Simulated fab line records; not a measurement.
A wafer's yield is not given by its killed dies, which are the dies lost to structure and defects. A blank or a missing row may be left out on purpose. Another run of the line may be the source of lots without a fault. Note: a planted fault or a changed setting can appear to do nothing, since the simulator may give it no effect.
fab line records    flow n5Finfet
[record] lots = 4  wafers = 12  lastDay = 14
route steps=1938 shown BEOL_M1@785 PASSIVATION@1936
lots untouched by any fault: they come from a run of this same line in which no faults occurred
startH: hours from the record's first day to the start of the lot's first wafer shown    waitH: hours since the lot's step before    " the same as in the row above    L1.1+2: several wafers, shown together as one row    - no value present, or no start provided    * or withheld: withheld    < > ~ a bound
route shown NAME@n: NAME is a module with steps in the file, n the number in the route of the first one    usual: the fault-free wafers' mean and standard deviation    same: alike in all rows    chamber/n: place in a boat    sites: per-site readings    _std_site: how widely they spread, as a standard deviation    _edge_site: outer sites' mean less inner sites'    radiusMm: how far each site lies from the wafer's centre    mask NAME#n: copy n    behind: the most recent tool/chamber to have shaped the wafer    hold: what put the lot on hold/how long, in hours/how the hold closed    device: names the non-switching transistor (n, p or np)    end of line: the same wafers' tests at the end of the route    a step without rows: its recipe alone    killed: count of dies lost to structure and defects at first sort (not the wafer's yield)    map: the dies of a wafer, with x for killed, . for not killed, _ for no die there
set.NAME: the setting that was run; set.NAME@STEP: the one run at that earlier step    model.NAME: the simulator's own value behind a step, which no gauge read
lots at selected steps of the route; one table per step, one row per wafer
services: from which hour (startH, from the record's first day; less than 0 if before it) a tool's chamber was out of use, for how many hours, and why
[[steps]]
[step N5_BEOL_M1_DEVELOP_27]
[recipe] developTimeS = 30  developer = TMAH  resist = CAR-EUV  rinseLiquid = surfactantRinse  dry = airSpin  devTempC = 23
[step N5_BEOL_M1_DESCUM_33]
[recipe] chemistry = O2  timeS = 7  sourcePowerW = 50  biasPowerW = 20  pressureMtorr = 20  rfFrequencyHz = 2.712e+07  tempC = 40  resist = CAR-EUV  o2FlowSccm = 225
[step N5_BEOL_M1_ETCH_77]
[recipe] chemistry = N2/H2  target = underlayer  targetDepthA = 65  maskMaterial = CAR-EUV  timeS = 5.2  ionEnergyEv = 200  pressureMtorr = 30  sourceW = 840  biasW = 150  n2FlowSccm = 200  h2FlowSccm = 200  ends = cleared
[step N5_BEOL_M1_ETCH_69]
[recipe] chemistry = CF4  target = SiARC  targetDepthA = 156  maskMaterial = CAR-EUV  timeS = 26  ionEnergyEv = 80  pressureMtorr = 40  sourceW = 545  biasW = 36  Ar_flow_sccm = 100  cf4FlowSccm = 100  ends = cleared
[step N5_BEOL_M1_ALD_98]
[recipe] material = SiO2  targetThkA = 25  tempC = 100  aldPrecursorFamily = BDEAS  aldCoReactant = O2-plasma  pulseTimeS = 1  coReactantPulseTimeS = 1  purgeTimeS = 2  coReactantPurgeTimeS = 2  aldCycles = 17  pressureTorr = 2
[step N5_BEOL_M1_ETCHBACK_99]
[recipe] chemistry = CHF3  target = SiO2  targetDepthA = 50  timeS = 10.4  sourceW = 215  biasW = 47  Ar_flow_sccm = 200  CHF3_flow_sccm = 12  ionEnergyEv = 100  pressureMtorr = 30
[step N5_BEOL_M1_ETCH_70]
[recipe] chemistry = N2/H2  target = SOC  targetDepthA = 800  overetchA = 160  maskMaterial = SiARC  tempC = 40  timeS = 120  ionEnergyEv = 200  pressureMtorr = 30  sourceW = 840  biasW = 150  n2FlowSccm = 200  h2FlowSccm = 200
[step N5_BEOL_M1_STRIP_71]
[recipe] chemistry = N2/H2  tempC = 40  n2FlowSccm = 200  h2FlowSccm = 200  rfFrequencyHz = 6e+07
[step N5_BEOL_M1_STRIP_78]
[recipe] chemistry = N2/H2  tempC = 40  n2FlowSccm = 200  h2FlowSccm = 200  rfFrequencyHz = 6e+07
[step N5_BEOL_M1_VIA_ETCH_34]
[recipe] chemistry = C4F6/O2  targetDepthA = 678  maskMaterial = SOC  pressureMtorr = 15  ionEnergyEv = 250  taperDeg = 4  timeS = 64.4  sourceW = 350  biasW = 170  Ar_flow_sccm = 300  C4F6_flow_sccm = 10  O2_flow_sccm = 10
[usual] drypumpMotorCurrentA = 5.9/0.33  oes_f_703_au = 0.79/0.098  oesProductAu = 0.79/0.095  rfVppV = 658/17  showerheadPlenumPTorr = 2.80/0.1  throttleValvePct = 30.8/0.31
lot.wafer  tool        chamber  startH  waitH  drypumpMotorCurrentA  oes_f_703_au  oesProductAu  rfHoursCounterH  rfVppV  showerheadPlenumPTorr  throttleValvePct
L233.1     rieDiel-06  2        158.68  0.0    5.9                   0.65          0.68          238              686     2.91                   30.6
L233.3     "           1        "       "      6.2                   0.92          0.91          20               657     2.81                   31.1
L233.6     "           2        "       "      5.9                   0.66          0.67          -                686     2.91                   30.6
L234.4     rieDiel-03  0        158.68  0.0    5.8                   0.95          0.90          27               648     2.88                   30.9
L234.5     "           2        "       "      6.5                   0.70          0.69          -                648     2.81                   30.5
L234.6     "           3        "       "      5.5                   0.69          0.70          -                649     2.72                   30.7
L236.1     rieDiel-06  3        173.55  0.0    6.0                   0.78          0.78          123              635     2.78                   31.2
L236.4     "           1        "       "      6.2                   0.90          0.90          24               656     2.80                   31.0
L236.6     "           0        "       "      5.5                   0.71          0.70          -                655     2.71                   31.0
L239.2     rieDiel-06  1        188.61  0.0    6.2                   0.90          0.90          29               657     2.80                   31.0
L239.3     "           3        "       "      6.0                   0.78          0.77          128              634     2.78                   31.2
L239.5     "           0        "       "      5.5                   0.71          0.70          -                655     2.71                   31.0
[step N5_BEOL_M1_STRIP_83]
[recipe] chemistry = C4F6/O2  resist = SiARC  rfFrequencyHz = 6e+07
[step N5_BEOL_M1_STRIP_36]
[recipe] chemistry = N2/H2  powerW = 450  tempC = 40  pressureMtorr = 20  rfFrequencyHz = 6e+07  overashFraction = 0.3  biasPowerW = 7  h2Frac = 0.5  n2FlowSccm = 200  h2FlowSccm = 200
[step N5_BEOL_M1_TRENCH_ETCH_37]
[recipe] chemistry = C4F6/O2  targetDepthA = 552.07  target = SiOC  timeS = 29  ionEnergyEv = 250  pressureMtorr = 30  sourceW = 355  biasW = 185  Ar_flow_sccm = 300  C4F6_flow_sccm = 10  O2_flow_sccm = 10
[step N5_BEOL_M1_ETCH_41]
[recipe] chemistry = CH3F/O2  target = SiCN  targetDepthA = 319  taperDeg = 2  timeS = 57.8  ionEnergyEv = 120  maskMaterial = TiN  pressureMtorr = 30  sourceW = 395  biasW = 75  Ar_flow_sccm = 150  CH3F_flow_sccm = 30  O2_flow_sccm = 20
[step N5_BEOL_M1_STRIP_97]
[recipe] chemistry = N2/H2  timeS = 10  powerW = 450  tempC = 40  pressureMtorr = 20  rfFrequencyHz = 6e+07  biasPowerW = 7  n2FlowSccm = 200  h2FlowSccm = 200
[step N5_BEOL_M1_HM_STRIP_39]
[recipe] chemistry = peroxideTinStrip  material = TiN  targetDepthA = 250  tempC = 50  timeS = 158
[step N5_BEOL_M1_SRD_40]
[recipe] timeS = 30  tempC = 23  rinseLiquid = diw  dry = ipaMarangoni
[step N5_BEOL_M1_PRECLEAN_42]
[recipe] chemistry = residueRemover  timeS = 60  tempC = 40
[step N5_BEOL_M1_SRD_43]
[recipe] timeS = 30  tempC = 23  rinseLiquid = diw  dry = ipaMarangoni
[step N5_BEOL_M1_DEGAS_44]
[recipe] ambient = vacuum  tempC = 250  timeS = 60
[step N5_BEOL_M1_PRE_CLEAN_45]
[recipe] gas = H2/He  timeS = 30  tempC = 250
[step N5_BEOL_M1_ALD_84]
[recipe] material = TaN  targetThkA = *  tempC = 275  aldPrecursorFamily = PDMAT  aldCoReactant = NH3  pressureTorr = 3  carrierFlowSccm = 1500  pulseTimeS = 2  purgeTimeS = 3  coReactantPurgeTimeS = 2  coReactantPulseTimeS = 3  aldCycles = 30  precursorVesselTempC = 75  precursorVesselPressureTorr = 26.25  precursorVesselCarrierSccm = 1000
[step N5_BEOL_M1_SURFACE_TREAT_85]
[recipe] gas = Ar  timeS = *  ionEnergyEv = *  ionCurrentMaCm2 = 0.5  pressureMtorr = *  arFlowSccm = 30
[step N5_BEOL_M1_CVD_47]
[recipe] material = Co  targetThkA = 30  tempC = withheld  precursor = CCTBA/H2  pressureTorr = 30  timeS = 223.8
[step N5_BEOL_M1_SPUTTER_48]
[recipe] material = Cu  targetThkA = 45  tempC = -20  chamberPressurePa = 0.07  powerW = withheld  timeS = 8.29
[step N5_BEOL_M1_ANNEAL_49]
[recipe] tempC = 400  timeS = 240  ambient = vacuum
[step N5_BEOL_M1_SPUTTER_79]
[recipe] material = Cu  targetThkA = 45  tempC = -20  chamberPressurePa = 0.07  powerW = withheld  timeS = 8.29
[step N5_BEOL_M1_ANNEAL_80]
[recipe] tempC = 400  timeS = 240  ambient = vacuum
[step N5_BEOL_M1_SPUTTER_81]
[recipe] material = Cu  targetThkA = 45  tempC = -20  chamberPressurePa = 0.07  powerW = withheld  timeS = 8.29
[step N5_BEOL_M1_ANNEAL_82]
[recipe] tempC = 400  timeS = 240  ambient = vacuum
[step N5_BEOL_M1_SPUTTER_86]
[recipe] material = Cu  targetThkA = 45  tempC = -20  chamberPressurePa = 0.07  powerW = withheld  timeS = 8.29
[step N5_BEOL_M1_ANNEAL_87]
[recipe] tempC = 400  timeS = 240  ambient = vacuum
[step N5_BEOL_M1_SPUTTER_88]
[recipe] material = Cu  targetThkA = 45  tempC = -20  chamberPressurePa = 0.07  powerW = withheld  timeS = 8.29
[step N5_BEOL_M1_ANNEAL_89]
[recipe] tempC = 400  timeS = 240  ambient = vacuum
[step N5_BEOL_M1_SPUTTER_90]
[recipe] material = Cu  targetThkA = 45  tempC = -20  chamberPressurePa = 0.07  powerW = withheld  timeS = 8.29
[step N5_BEOL_M1_ANNEAL_91]
[recipe] tempC = 400  timeS = 240  ambient = vacuum
[step N5_BEOL_M1_SPUTTER_92]
[recipe] material = Cu  targetThkA = 45  tempC = -20  chamberPressurePa = 0.07  powerW = withheld  timeS = 8.29
[step N5_PASSIVATION_PROBE_49]
[usual] defectLimitedYield = 90.9/1.6  killed_at_M0_to_M3 = 34/10  killed_at_M4_up = 13/5.4  killedAtContacts = 13/6  killedAtFrontEnd = 42/13  killedAtOther = 4/3.2  killedDies = 107/18  killedOnRim = 14/4.2  killedOpen = 69/14  killedShort = 35/7.7  sort_bin_4_leakage = 0.02/0.17  sort_bin_5_function = 5.3/1  sort_bin_6_memory = 3.3/0.75  sortNPass = 1073/19  sortYieldPct = 90.9/1.6
[same] grossDies = 1180  killedAtBackSide = 0  sort_bin_8_speed[%] = 0
lot.wafer  tool       chamber  startH  waitH  defectLimitedYield[%]  killed_at_M0_to_M3  killed_at_M4_up  killedAtContacts  killedAtFrontEnd  killedAtOther  killedDies  killedOnRim  killedOpen  killedShort  sort_bin_4_leakage[%]  sort_bin_5_function[%]  sort_bin_6_memory[%]  sortNPass  sortYieldPct[%]
L236.1     prober-02  -        315.58  0.0    87.2                   84                  13               15                39                0              151         25           69          28           0                      8.7                     3.1                   1029       87.2
L236.4     prober-02  -        315.73  0.2    84.5                   98                  13               4                 67                1              183         34           63          33           0                      9.8                     3.6                   997        84.5
L236.6     prober-02  -        315.83  0.3    84.8                   101                 4                11                62                1              179         24           74          24           0                      9.9                     3.3                   1001       84.8
L239.2     prober-01  -        342.62  0.1    84.7                   104                 11               22                37                6              180         33           61          36           0                      9.3                     4.2                   1000       84.7
L239.3     prober-01  -        342.67  0.1    87.5                   75                  9                4                 56                3              147         23           49          42           0                      7.6                     3.6                   1033       87.5
L239.5     prober-01  -        342.77  0.2    84.2                   120                 7                17                39                4              187         22           63          35           0                      10.0                    3.9                   993        84.2
// killed by level:class
L236.1 BEOL_M1:unspecified=50 STI_FIN_REVEAL:geometricParticle:open=15 MOL_CONTACT_COAG:geometricParticle:open=12 BEOL_M0_SAQP:geometricParticle:open=11 BEOL_M1:geometricParticle:open=7 FIN_SAQP:geometricParticle:short=5 BEOL_M4:geometricParticle:open=5 BEOL_M0_SAQP:geometricParticle:short=5
L236.4 BEOL_M1:unspecified=75 STI_FIN_REVEAL:geometricParticle:open=18 FIN_SAQP:geometricParticle:open=17 BEOL_M3:geometricParticle:open=9 HKMG_FIN:areaEtch=9 STI_FIN_REVEAL:geometricParticle:short=6 FIN_SAQP:geometricParticle:short=4 GATE_CUT:geometricParticle:short=4
L236.6 BEOL_M1:unspecified=76 STI_FIN_REVEAL:geometricParticle:open=16 FIN_SAQP:geometricParticle:open=14 FIN_SAQP:geometricParticle:short=7 DUMMY_GATE:geometricParticle:open=7 MOL_CONTACT_COAG:geometricParticle:open=7 BEOL_M3:geometricParticle:open=7 BEOL_M1:geometricParticle:open=6
L239.2 BEOL_M1:unspecified=76 MOL_CONTACT_COAG:geometricParticle:open=16 BEOL_M2:geometricParticle:open=8 STI_FIN_REVEAL:geometricParticle:open=7 FIN_SAQP:geometricParticle:short=6 MOL_CONTACT_COAG:geometricParticle:short=6 STARTING-WAFER:geometricParticle:open=6 GATE_CUT:geometricParticle:short=5
L239.3 BEOL_M1:unspecified=56 FIN_SAQP:geometricParticle:short=14 FIN_SAQP:geometricParticle:open=12 STI_FIN_REVEAL:geometricParticle:open=7 BEOL_M0_SAQP:geometricParticle:short=6 GATE_CUT:geometricParticle:short=5 STI_FIN_REVEAL:geometricParticle:short=4 DUMMY_GATE:geometricParticle:open=4
L239.5 BEOL_M1:unspecified=87 BEOL_M2:geometricParticle:open=13 MOL_CONTACT_COAG:geometricParticle:open=11 STI_FIN_REVEAL:geometricParticle:open=9 BEOL_M0_SAQP:geometricParticle:short=8 FIN_SAQP:geometricParticle:short=7 FIN_SAQP:geometricParticle:open=6 MOL_CONTACT_COAG:geometricParticle:short=6
// map L236.4 (x killed, . not)
_________________x...........________________
______________.................._____________
___________x.x................x...x__________
__________.............x............_________
________.....x..x.......x...x........._______
_______.........x.......x.......x......______
______...............x....xx.x...x.....x_____
_____....................x....x..........____
____............x........x..........x.....___
___........................................__
___......................................x.__
__x..x..........................x.......x..._
__..................x......................._
_.....x.....x.x...x.............x............
_....x..x...x.........x.....................x
_...x..x..x.x.......................x.x......
_...............x............................
_................xx.......x..x......x........
_...x.......x....x.......................x...
_x....x.x.x...........x......x...............
_x.............x........x..........x.......xx
__.......x.x...x...............xxx....x.xx.._
__......x....x.....................x........_
___.......xxx..x.................xxx......x__
___....xxx.xxx......................x..x...__
____..xxxxxxxx..xx.x......x......x........___
_____.xxxxxxxxxx.............x...........____
______xxxxxxxxxx.x.x...x....x..........._____
_______xxxxxxxxxxxx......x.....x.......______
________xxxxxxxx...x.......x.x........_______
__________xx.xxxxx....x............._________
___________xxxxx.x.................__________
______________x.xx.x.......xx.x._____________
_________________..x.x..x....________________
// map L239.5 (x killed, . not)
_________________......x.....________________
______________.................._____________
___________......xx...........xx...__________
__________.....x....x..........x...x_________
________.....x................x......._______
_______..................x.............______
______........x....x......x............._____
_____..........................x.x.......____
____..............xx.............x........___
___.......x...x..x...................x.....__
___.......................x................__
__....x...x.......................x.......x._
__.x................................x.x....._
_..........x.............x.....x.........x...
_x.......x.............xx.................x..
_.x......x.....x.............................
_x.................x........x.x......x.......
_.x.....x............x.xx..xx........x.....x.
_..................x...............x...x.....
_........x...x......x............x...........
_x.....xx..........xx...................x....
__..........x........x........x............._
__...x................x.x...............xx.._
___x.....................x......x..xx......__
___....x..........x...xx...xxxx..x.........__
____......................xxx.x...........___
_____......x...x....x..x.xxxxxxx.........____
______.x....x......x.x.xxxxxxxxxx...x..._____
_______......x......xx..xxxxxxxxxx.....______
________x............xxxxxxxxx.xxx...x_______
__________...........x.x.xxxxxxxxx.._________
___________......x...xxxxxxxxxxxxx.__________
______________.........xx.xxxxxx_____________
_________________.......x.xxx________________
[[services]]
tool        chamber  startH  hours  kind
rieDiel-03  2        175.53  -      clean
rieDiel-03  2        175.53  -      consumableReplace:focusRing
rieDiel-03  2        175.53  31.8   scheduledDown
rieDiel-03  2        175.53  31.8   ventCycle
rieDiel-06  2        178.37  10.6   repair
[[key]]
[firstSign] step = N5_PASSIVATION_PROBE_49  reading = killed_at_M0_to_M3  direction = up  sigmas = 6.1  usual = 34  struck = 97
[effect] step = N5_PASSIVATION_PROBE_49  reading = defectLimitedYield  direction = down  sigmas = 3.5  usual = 90.9  struck = 85.5
[moreKillsBornAt] N5_BEOL_M1_VIA_ETCH_34@rieDiel-06 = 420
metAt N5_BEOL_M1_VIA_ETCH_34
struckWafers L236.1,L236.4,L236.6,L239.2,L239.3,L239.5
onsetBetween 158.68 173.55
alsoFits time
[fault] kind = chamberParticleSource  tool = rieDiel-06  chamber = -  onsetH = 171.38  steps = N5_BEOL_M1_VIA_ETCH_34  ratePerVisitCm2 = 0.43266  endH = 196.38
